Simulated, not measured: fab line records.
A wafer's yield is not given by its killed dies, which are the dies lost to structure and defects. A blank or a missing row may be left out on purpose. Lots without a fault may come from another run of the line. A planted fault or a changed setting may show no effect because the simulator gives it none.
fab line records	flow n5-finfet
[record] lots = 10	wafers = 28	last-day = 18
route steps=1938 shown SD_EPI_N@289 SD_EPI_P@304 BEOL_M4@1111
lots that met no fault: from a run of the same line without faults
start-h: hours from the record's opening day to when the first of the lot's shown wafers began	wait-h: time in hours since the lot's previous step	" unchanged from the row above	L1.1+2: a row that stands for several wafers	- value missing, or start not given	* or withheld: withheld	< > ~ a bound
route shown NAME@n: a module of which the file shows steps, and the number in the route of the first	usual: average and standard deviation across the fault-free wafers	same: alike in all rows	chamber/n: place in a boat	sites: per-site readings	_std_site: their standard deviation	_edge_site: mean of outer sites minus mean of inner sites	radius-mm: for every site, how far away it sits from the centre of the wafer	mask NAME#n: copy n	behind: the tool/chamber that last shaped the wafer	hold: why the lot went on hold/how many hours it stayed there/how the hold came to an end	device: the n, p or np transistor that did not switch	end of line: the tests these same wafers got at the end of their route	for a step that has no rows: nothing shown but its recipe	killed: dies lost to structure and defects at the first sort, not the wafer's yield	map: per-die view of a wafer (x killed, . not killed, _ where there is no die)
set.NAME: the setting as run; set.NAME@STEP: as run at that earlier step	model.NAME: the simulator's own value behind a step, which no gauge read
route steps across a sampled set of lots; one table per step, one row per wafer
services: a tool's chamber out of use, with start hour (start-h, from the record's first day; less than 0 if before it), hours out, and reason
[[steps]]
[step N5_SD_EPI_N_EPI_MEAS_23]
[recipe] mode = xrd
[usual] thk-nm = 58.9/1.2
lot.wafer	tool	chamber	start-h	wait-h	thk-nm
L726.3	film-metro-01	-	63.61	0.9	58.4
L726.4	"	-	"	"	56.5
L726.5	"	-	"	"	59.2
L728.1	film-metro-01	-	71.53	1.4	57.4
L728.4	"	-	"	"	59.3
L728.6	"	-	"	"	59.9
L729.3	film-metro-01	-	75.89	0.9	59.2
L729.5	"	-	"	"	55.9
L729.6	"	-	"	"	58.4
L730.1	film-metro-02	-	83.84	1.4	57.6
L730.2	"	-	"	"	58.1
L730.6	"	-	"	"	58.3
L731.1	film-metro-01	-	99.47	1.4	57.2
L731.2	"	-	"	"	56.5
L731.4	"	-	"	"	59.7
L734.1	film-metro-02	-	109.24	1.4	59.7
L734.2	"	-	"	"	59.6
L734.6	"	-	"	"	60.5
L737.1	film-metro-01	-	127.41	1.4	59.2
L737.2	"	-	"	"	59.7
L737.3	"	-	"	"	59.5
L745.2	film-metro-01	-	172.56	1.2	59.3
L745.4	"	-	"	"	58.8
L746.2	film-metro-01	-	177.90	1.2	59.7
L746.4	"	-	"	"	57.5
L747.3	film-metro-01	-	186.39	0.9	57.3
L747.5	"	-	"	"	59.5
L747.6	"	-	"	"	58.1
[step N5_SD_EPI_N_PRECLEAN_49]
[recipe] chemistry = NF3:NH3	afs-cycles = 1	temp-c = 30	time-s = 20	sublimation-temp-c = 180	sublimation-time-s = 60	pressure-torr = 3	rf-power-w = 30
[usual] time-s = 20/0
lot.wafer	tool	chamber	start-h	wait-h	time-s
L726.3	remote-plasma-02	0	63.79	0.1	20
L726.4	"	0	"	"	20
L726.5	"	0	"	"	20
L728.1	remote-plasma-02	0	71.64	0.0	20
L728.4	"	0	"	"	20
L728.6	"	0	"	"	20
L729.3	remote-plasma-02	1	76.05	0.1	20
L729.5	"	1	"	"	20
L729.6	"	1	"	"	20
L730.1	remote-plasma-01	0	83.95	0.0	20
L730.2	"	0	"	"	20
L730.6	"	0	"	"	20
L731.1	remote-plasma-02	1	99.57	0.0	20
L731.2	"	1	"	"	20
L731.4	"	1	"	"	20
L734.1	remote-plasma-02	1	109.34	0.0	20
L734.2	"	1	"	"	20
L734.6	"	1	"	"	20
L737.1	remote-plasma-01	1	127.51	0.0	20
L737.2	"	1	"	"	20
L737.3	"	1	"	"	20
L745.2	remote-plasma-01	1	172.70	0.1	20
L745.4	"	1	"	"	12.005
L746.2	remote-plasma-01	0	178.03	0.1	20
L746.4	"	0	"	"	12.005
L747.3	remote-plasma-01	1	186.55	0.1	12.005
L747.5	"	1	"	"	20
L747.6	"	1	"	"	20
[step N5_SD_EPI_P_OVL_MEAS_10]
[recipe] points-per-wafer = 44
[usual] SD_P_BLK_OVL = -0.2/0.84
lot.wafer	tool	chamber	start-h	wait-h	SD_P_BLK_OVL[nm]
L726.3	overlay-01	0	65.06	0.0	-1.1
L726.4	"	0	"	"	0.2
L726.5	"	0	"	"	-1.4
L728.1	overlay-02	0	72.52	0.0	0.7
L728.4	"	0	"	"	-0.1
L728.6	"	0	"	"	-0.4
L729.3	overlay-02	0	76.76	0.0	-1.4
L729.5	"	0	"	"	-0.5
L729.6	"	0	"	"	0.0
L730.1	overlay-02	0	84.83	0.0	-0.8
L730.2	"	0	"	"	0.3
L730.6	"	0	"	"	-0.4
L731.1	overlay-01	0	100.46	0.0	-0.9
L731.2	"	0	"	"	0.9
L731.4	"	0	"	"	0.3
L734.1	overlay-02	0	110.25	0.0	0.0
L734.2	"	0	"	"	-0.1
L734.6	"	0	"	"	-0.6
L737.1	overlay-02	0	128.30	0.0	0.4
L737.2	"	0	"	"	-1.1
L737.3	"	0	"	"	-0.5
L745.2	overlay-02	0	173.55	0.0	0.1
L745.4	"	0	"	"	0.4
L746.2	overlay-01	0	178.76	0.0	0.5
L746.4	"	0	"	"	0.9
L747.3	overlay-02	0	187.51	0.0	0.7
L747.5	"	0	"	"	0.9
L747.6	"	0	"	"	-0.5
[step N5_SD_EPI_P_ETCH_36]
[recipe] chemistry = CF4	target = SiARC	target-depth-a = 455	mask-material = CAR-ArF-block	time-s = 75.8	ion-energy-ev = 80	pressure-mtorr = 40	source-w = 545	bias-w = 36	Ar_flow_sccm = 100	cf4-flow-sccm = 100	ends = cleared
[usual] chamber-pressure-mTorr = 40.00/0.033	drypump-motor-current-A = 5.8/0.47	etch-rf-on-time-s = 75.4/1.7	mfc-ar-sccm = 100.0/0.31	oes-product-au = 0.67/0.08	rf-vpp-V = 183.6/1	showerhead-plenum-p-Torr = 2.11/0.035	throttle-valve-pct = 15.69/0.29
lot.wafer	tool	chamber	start-h	wait-h	chamber-pressure-mTorr	drypump-motor-current-A	etch-rf-on-time-s	mfc-ar-sccm	oes-product-au	rf-hours-counter-h	rf-vpp-V	showerhead-plenum-p-Torr	throttle-valve-pct
L726.3	rie-diel-03	0	65.16	0.0	39.96	6.0	78.3	99.5	0.58	246	184.9	2.17	15.90
L726.4	"	2	"	"	40.02	5.6	78.8	100.0	0.63	153	186.5	2.15	15.98
L726.5	"	1	"	"	39.94	5.7	76.2	99.7	0.61	-	185.1	2.12	16.07
L728.1	rie-diel-01	0	72.61	0.0	40.00	6.1	75.8	100.1	0.60	240	185.1	2.11	15.92
L728.4	"	3	"	"	40.03	6.7	73.8	99.4	0.66	-	183.9	2.15	15.49
L728.6	"	0	"	"	40.00	6.1	75.7	100.2	0.60	-	185.7	2.11	15.92
L729.3	rie-diel-03	0	76.99	0.0	40.04	6.0	79.0	99.7	0.57	250	185.4	2.17	15.93
L729.5	"	3	"	"	39.97	5.0	76.4	100.0	0.63	-	184.5	2.05	15.74
L729.6	"	2	"	"	39.98	5.6	79.1	100.1	0.62	-	181.6	2.15	16.01
L730.1	rie-diel-06	3	85.36	0.0	39.99	5.0	75.7	100.0	0.66	142	182.4	2.06	15.66
L730.2	"	0	"	"	40.02	6.2	76.3	100.3	0.78	19	183.3	2.10	15.25
L730.6	"	3	"	"	40.05	5.0	75.8	100.3	0.66	-	183.8	2.06	15.67
L731.1	rie-diel-06	2	100.55	0.0	40.04	5.8	73.4	100.1	0.66	156	183.2	2.14	15.83
L731.2	"	3	"	"	40.01	5.0	75.8	99.9	0.66	147	183.8	2.06	15.69
L731.4	"	1	"	"	39.97	5.3	77.2	99.7	0.62	184	183.8	2.07	15.56
L734.1	rie-diel-06	2	110.34	0.0	39.99	5.8	73.0	99.6	0.65	159	182.8	2.14	15.85
L734.2	"	1	"	"	40.06	5.3	76.1	100.0	0.62	187	183.3	2.07	15.55
L734.6	"	3	"	"	39.96	5.0	75.7	99.9	0.65	-	183.1	2.05	15.68
L737.1	rie-diel-03	3	128.39	0.0	40.02	5.0	75.7	100.7	0.62	195	181.7	2.05	15.78
L737.2	"	1	"	"	40.02	5.6	74.9	100.0	0.60	216	184.0	2.11	16.09
L737.3	"	2	"	"	39.95	5.6	76.8	100.0	0.63	174	184.8	2.14	16.03
L745.2	rie-diel-01	0	173.64	0.0	40.01	6.1	73.6	99.8	0.80	16	183.5	2.10	15.46
L745.4	"	1	"	"	39.98	5.9	74.7	99.7	0.74	63	184.0	2.08	15.36
L746.2	rie-diel-01	1	179.12	0.0	40.04	5.8	74.5	99.8	0.75	65	183.2	2.08	15.36
L746.4	"	2	"	"	39.99	6.1	73.1	99.7	0.82	8	184.3	2.09	15.44
L747.3	rie-diel-03	0	187.61	0.0	40.02	6.0	76.3	100.3	0.76	30	184.8	2.16	15.46
L747.5	"	1	"	"	40.01	5.7	74.9	99.3	0.59	-	182.2	2.10	16.13
L747.6	"	0	"	"	39.97	6.0	76.9	100.0	0.76	-	185.2	2.16	15.45
[step N5_BEOL_M4_RC_MEAS_101]
[usual] DIBL_N = 35.8/1.8	DIBL_P = 35.9/2.2	IOFF_N = 0.16/0.035	IOFF_P = 0.21/0.04	ION_N = 672/11	ION_P = 461/7.4	SS_N = 71.4/0.64	SS_P = 73.2/0.67	VT_N = 250/3.5	VT_P = -251/3.4
lot.wafer	tool	chamber	start-h	wait-h	DIBL_N[mV/V]	DIBL_P[mV/V]	IOFF_N[nA/um]	IOFF_P[nA/um]	ION_N[uA/um]	ION_P[uA/um]	SS_N[mV/dec]	SS_P[mV/dec]	VT_N[mV]	VT_P[mV]
L726.3	prober-01	0	183.41	0.3	34.9	36.2	0.17	0.23	675	468	71.4	74.0	247	-246
L726.4	"	0	"	"	32.9	34.3	0.14	0.20	669	463	71.4	72.7	250	-250
L726.5	"	0	"	"	34.9	36.9	0.17	0.25	677	476	71.0	72.8	245	-246
L728.1	prober-02	0	183.44	0.0	36.6	36.8	0.18	0.25	683	471	72.0	73.6	245	-246
L728.4	"	0	"	"	32.9	32.4	0.12	0.18	659	458	70.8	72.4	255	-251
L728.6	"	0	"	"	34.7	33.6	0.14	0.18	665	454	71.4	72.8	249	-250
L729.3	prober-02	0	188.64	0.3	37.6	39.3	0.21	0.27	679	467	72.1	73.9	247	-246
L729.5	"	0	"	"	34.5	35.6	0.15	0.21	670	459	71.0	72.9	250	-247
L729.6	"	0	"	"	35.5	37.1	0.17	0.24	676	473	71.4	73.0	251	-248
L730.1	prober-01	0	200.51	0.0	35.9	37.2	0.16	0.21	671	464	72.0	73.4	250	-250
L730.2	"	0	"	"	35.0	35.8	0.14	0.20	669	459	71.6	72.8	252	-254
L730.6	"	0	"	"	36.8	37.1	0.17	0.21	675	464	71.9	73.3	250	-249
L731.1	prober-01	0	216.83	0.0	38.6	40.7	0.21	0.24	691	467	72.3	73.7	247	-250
L731.2	"	0	"	"	36.7	37.9	0.17	0.19	683	459	72.1	72.5	249	-251
L731.4	"	0	"	"	35.0	36.7	0.13	0.17	665	451	71.1	72.8	254	-255
L734.1	prober-01	0	218.52	0.0	37.6	38.2	0.20	0.24	682	460	72.5	74.0	248	-248
L734.2	"	0	"	"	34.9	34.9	0.14	0.19	667	458	71.6	72.9	252	-252
L734.6	"	0	"	"	38.6	38.6	0.20	0.25	682	465	72.4	73.3	247	-247
L737.1	prober-02	0	251.04	0.0	39.1	39.8	0.23	0.27	690	472	72.2	73.6	244	-248
L737.2	"	0	"	"	34.3	33.5	0.12	0.17	665	457	70.7	73.1	254	-252
L737.3	"	0	"	"	34.8	35.5	0.14	0.20	667	463	70.3	72.8	252	-248
L745.2	prober-02	0	282.71	0.2	36.7	38.3	0.19	0.26	679	472	72.2	72.9	246	-245
L745.4	"	0	"	"	34.3	35.3	0.14	0.21	669	466	71.8	72.9	252	-248
L746.2	prober-01	0	287.94	0.2	37.1	37.8	0.17	0.21	679	458	72.1	74.1	246	-251
L746.4	"	0	"	"	33.7	32.5	0.11	0.15	660	454	70.9	72.8	255	-255
L747.3	prober-02	0	309.15	0.3	35.9	34.6	0.14	0.20	676	467	70.8	73.0	249	-252
L747.5	"	0	"	"	35.5	34.3	0.14	0.20	683	466	71.0	72.3	249	-251
L747.6	"	0	"	"	35.3	33.3	0.12	0.19	669	464	70.5	72.7	254	-252
[[services]]
tool	chamber	start-h	hours	kind
rie-diel-01	2	60.91	23.0	repair
rie-diel-01	-	62.44	2.8	pm
rie-diel-06	1	71.21	24.2	repair
rie-diel-03	0	77.62	-	clean
rie-diel-03	0	77.62	-	consumable-replace:focus-ring
rie-diel-01	0	103.00	-	clean
rie-diel-01	0	103.00	-	consumable-replace:focus-ring
rie-diel-01	0	103.00	27.2	scheduled-down
rie-diel-01	0	103.00	27.2	vent-cycle
rie-diel-03	1	103.40	9.8	repair
rie-diel-01	2	143.72	-	clean
rie-diel-01	2	143.72	-	consumable-replace:focus-ring
rie-diel-01	2	143.72	12.9	scheduled-down
rie-diel-01	2	143.72	12.9	vent-cycle
rie-diel-01	3	161.64	11.6	repair
rie-diel-03	3	167.69	6.6	repair
remote-plasma-02	-	180.93	0.8	repair
[[key]]
[first-sign] step = N5_SD_EPI_N_PRECLEAN_49	reading = time-s	direction = down	sigmas = 99+	usual = *	struck = *
effect none on later readings
met-at N5_SD_EPI_N_PRECLEAN_49
struck-lots L745,L746,L747
struck-wafers L745.4,L746.4,L747.3
not-acting-at N5_SD_EPI_N_EPI_MEAS_23,N5_SD_EPI_P_OVL_MEAS_10,N5_SD_EPI_P_ETCH_36
onset-between 127.51 172.70
[fault] kind = process-parameter-drift	tool = remote-plasma-01	chamber = -	onset-h = 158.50	steps = N5_SD_EPI_N_PRECLEAN_49	channel = time-s	offset = *	shape = step	end-h = 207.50	scope = struck-wafers-only	acts-in = *	stated = *
